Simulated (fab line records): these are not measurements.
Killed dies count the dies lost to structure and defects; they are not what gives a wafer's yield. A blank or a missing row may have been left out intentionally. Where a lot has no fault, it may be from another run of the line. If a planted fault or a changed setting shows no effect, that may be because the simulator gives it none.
Chamber matching | flow nand-harc | rie-diel-05 running NHARC_A_SLIT_ETCH_29: 4 sister chambers
The step etches the open film in CF4/O2, target depth 100 nm, overetch 10 nm, time 55 s. 4 wafers are shown with their chamber, then 7 later ones without.

## WAFERS WITH THEIR CHAMBER
wafer  | chamber | drypump-motor-current-A (A)
L250.2 | 0       | 5.3
L250.6 | 2       | 5.7
L257.1 | 3       | 6.3
L257.4 | 1       | 6.3

## WAFERS WHOSE CHAMBER IS MISSING
wafer  | drypump-motor-current-A (A)
L257.5 | 5.3
L259.2 | 5.2
L259.4 | 6.3
L259.5 | 5.7
L262.4 | 5.7
L262.5 | 5.7
L262.6 | 6.3

## CHAMBER TAKEN BY EACH
wafer  | from the rows above     | in truth
L257.5 | 0                       | 0
L259.2 | 0                       | 0
L259.4 | can't be placed: 1 or 3 | 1
L259.5 | 2                       | 2
L262.4 | 2                       | 2
L262.5 | 2                       | 2
L262.6 | can't be placed: 1 or 3 | 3
Placed correctly: 5 of 7. From these rows, 2 cannot be placed; in 2 the true chamber is one of the candidates. 0 placed wrongly.
How it was worked out, from the rows above alone: a wafer's distance from a chamber is the root of the sum, over the readings, of the square of ((its reading less the chamber's mean) divided by the reading's scatter). The wafer belongs to the nearest chamber; if the next one is less than 2 further off, it can't be placed. For every chamber, the mean is computed from those of its wafers that are shown. The scatter: with one shown wafer a chamber, the root of the mean of the squares of how far each hidden wafer lies from its nearest shown one.
